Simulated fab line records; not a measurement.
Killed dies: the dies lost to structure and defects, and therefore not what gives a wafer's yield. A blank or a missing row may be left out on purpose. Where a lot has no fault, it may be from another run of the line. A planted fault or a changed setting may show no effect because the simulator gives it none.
Split-lot study | flow n5 finfet | 39 wafers read across 7 lots, on a route 1938 steps long

== THE SPLIT ==
At N5_HKMG_FIN_ALD_79 (deposits TiN, target thk 1.5 nm, pulse time 1 s, purge time 3 s), the setting ald cycles was moved away from the recipe's 68 on 9 of the 39 wafers read, by -52.9% to +51.5%. This setting was run at the recipe's value on the other wafers.

== FROM THE SPLIT TO THE READING: what the file shows between them, 3 steps ==
- N5_HKMG_FIN_CVD_62: deposits a-Si from Si2H6, target thk 3 nm, time 20.8 s
- N5_HKMG_FIN_RTA_80: time 2 s
- N5_HKMG_FIN_PRECLEAN_64: cleans in dHF, time 30 s

== THE READING ==
TiN_of_HKMG_FIN_ALD_79.thk nm (the simulator's own value, which no gauge read), in nm, at N5_HKMG_FIN_WET_ETCH_65 (etches a-Si in TMAH, stops on TiN, time 49 s, target depth 3 nm). The file gives no usual value for it. The 30 wafers here that ran the recipe average 1.3 nm, standard deviation 0.094 nm.

wafer  | tool, chamber at the split | ald cycles as run | against the recipe | TiN_of_HKMG_FIN_ALD_79.thk nm, nm | against lot-mates on the recipe
L074.1 | ald metal-01, 1            | 68                | recipe             | 1.2                               | -
L074.2 | ald metal-01, 0,2,0        | 51                | -25.0%             | 1                                 | -0.3
L074.3 | ald metal-01, 0,2,0        | 51                | -25.0%             | 1                                 | -0.3
L074.5 | ald metal-01, 0,2,0        | 51                | -25.0%             | 1                                 | -0.3
L074.4 | ald metal-01, 3,1          | 68                | recipe             | 1.4                               | -
L074.6 | ald metal-01, 3,1          | 68                | recipe             | 1.4                               | -
L077.1 | ald metal-02, 1,2,2        | 68                | recipe             | 1.2                               | -
L077.2 | ald metal-02, 0,3,3        | 68                | recipe             | 1.2                               | -
L077.3 | ald metal-02, 1,2,2        | 68                | recipe             | 1.2                               | -
L077.4 | ald metal-02, 0,3,3        | 68                | recipe             | 1.2                               | -
L077.5 | ald metal-02, 1,2,2        | 68                | recipe             | 1.2                               | -
L077.6 | ald metal-02, 0,3,3        | 68                | recipe             | 1.2                               | -
L079.1 | ald metal-02, 3,1,0        | 68                | recipe             | 1.2                               | -
L079.2 | ald metal-02, 3,1,0        | 68                | recipe             | 1.2                               | -
L079.6 | ald metal-02, 3,1,0        | 68                | recipe             | 1.2                               | -
L079.3 | ald metal-02, 2            | 32                | -52.9%             | 0.4                               | -0.8
L079.4 | ald metal-02, 0,3          | 32                | -52.9%             | 0.4                               | -0.8
L079.5 | ald metal-02, 0,3          | 32                | -52.9%             | 0.4                               | -0.8
L081.1 | ald metal-03, 1,0,2        | 68                | recipe             | 1.2                               | -
L081.4 | ald metal-03, 1,0,2        | 68                | recipe             | 1.2                               | -
L081.2 | ald metal-03, 1,0,2        | 68                | recipe             | 1.4                               | -
L083.1 | ald metal-03, 2            | 68                | recipe             | 1.2                               | -
L083.2 | ald metal-03, 3,1,0,1,0    | 68                | recipe             | 1.2                               | -
L083.3 | ald metal-03, 3,1,0,1,0    | 68                | recipe             | 1.4                               | -
L083.4 | ald metal-03, 3,1,0,1,0    | 68                | recipe             | 1.4                               | -
L083.5 | ald metal-03, 3,1,0,1,0    | 68                | recipe             | 1.4                               | -
L083.6 | ald metal-03, 3,1,0,1,0    | 68                | recipe             | 1.4                               | -
L091.1 | ald metal-02, 3            | 68                | recipe             | 1.2                               | -
L091.3 | ald metal-02, 0,1          | 68                | recipe             | 1.2                               | -
L091.2 | ald metal-02, 2,1,2        | 103               | +51.5%             | 2                                 | +0.7
L091.5 | ald metal-02, 2,1,2        | 103               | +51.5%             | 2                                 | +0.7
L091.6 | ald metal-02, 2,1,2        | 103               | +51.5%             | 2                                 | +0.7
L091.4 | ald metal-02, 0,1          | 68                | recipe             | 1.4                               | -
L092.1 | ald metal-03, 0,2,1,1,0    | 68                | recipe             | 1.4                               | -
L092.6 | ald metal-03, 0,2,1,1,0    | 68                | recipe             | 1.4                               | -
L092.2 | ald metal-03, 3            | 68                | recipe             | 1.2                               | -
L092.3 | ald metal-03, 0,2,1,1,0    | 68                | recipe             | 1.2                               | -
L092.4 | ald metal-03, 0,2,1,1,0    | 68                | recipe             | 1.2                               | -
L092.5 | ald metal-03, 0,2,1,1,0    | 68                | recipe             | 1.2                               | -
Rows listing several chambers each stand for several wafers; the file does not say which wafer went through which chamber.

THE FIT
A straight line over all 39 wafers: TiN_of_HKMG_FIN_ALD_79.thk nm changes by +0.0149 nm for each +1% of ald cycles; r = +0.96; the points scatter about the line by 0.093 nm.
The same after taking each lot's own level away (the mean of its wafers on the recipe; 39 wafers): +0.0145 nm for each +1%; r = +0.98; scatter 0.072 nm.
That fit puts the effect of the largest move of ald cycles on the reading at 0.77 nm.
Measured against the standard deviation above, the lots' own levels, which go from 1.20 to 1.33 nm, span 1.4 times it.
Consequently the slope shifts little with the lot-to-lot level, the two slopes agreeing.
Check: for one of the wafers moved furthest among these (-52.9%), held out of the fit, the line's prediction against its lot-mates is -0.765 nm. Against them it came out at -0.8 nm.

== THE OTHER SPLITS THESE WAFERS WENT THROUGH ==
Note: prior to the reading, these wafers also went through further splits. Each is held against what the fit with the lots' levels taken away leaves over:
other split on the same wafers        | wafers away from the commonest value | r with TiN_of_HKMG_FIN_ALD_79.thk nm (lot level and that fit taken away)
N5_ZERO_LAYER_PECVD_02 time s         | 12                                   | +0.11
N5_FIN_SAQP_ETCH_69 target depth a    | 15                                   | +0.03
N5_SD_EPI_N_DEVELOP_08 develop time s | 12                                   | -0.12

== THE WHOLE CHAIN: every reading that the file lists as answering this split, in the file's order ==
step                    | what it does                                                    | reading                                                                        | change (the file's fit)                | r (the file's)
N5_HKMG_FIN_ALD_79      | deposits TiN, target thk 1.5 nm, pulse time 1 s, purge time 3 s | TiN_of_HKMG_FIN_ALD_79.thk nm (the simulator's own value, which no gauge read) | +0.0128 nm for each +1% of the setting | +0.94
N5_HKMG_FIN_WET_ETCH_65 | etches a-Si in TMAH, stops on TiN, time 49 s, target depth 3 nm | TiN_of_HKMG_FIN_ALD_79.thk nm (the simulator's own value, which no gauge read) | +0.0146 nm for each +1% of the setting | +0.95

== THE FILE'S OWN FIT ==
TiN_of_HKMG_FIN_ALD_79.thk nm changes by +0.0146 nm for each +1% of ald cycles, r = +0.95.
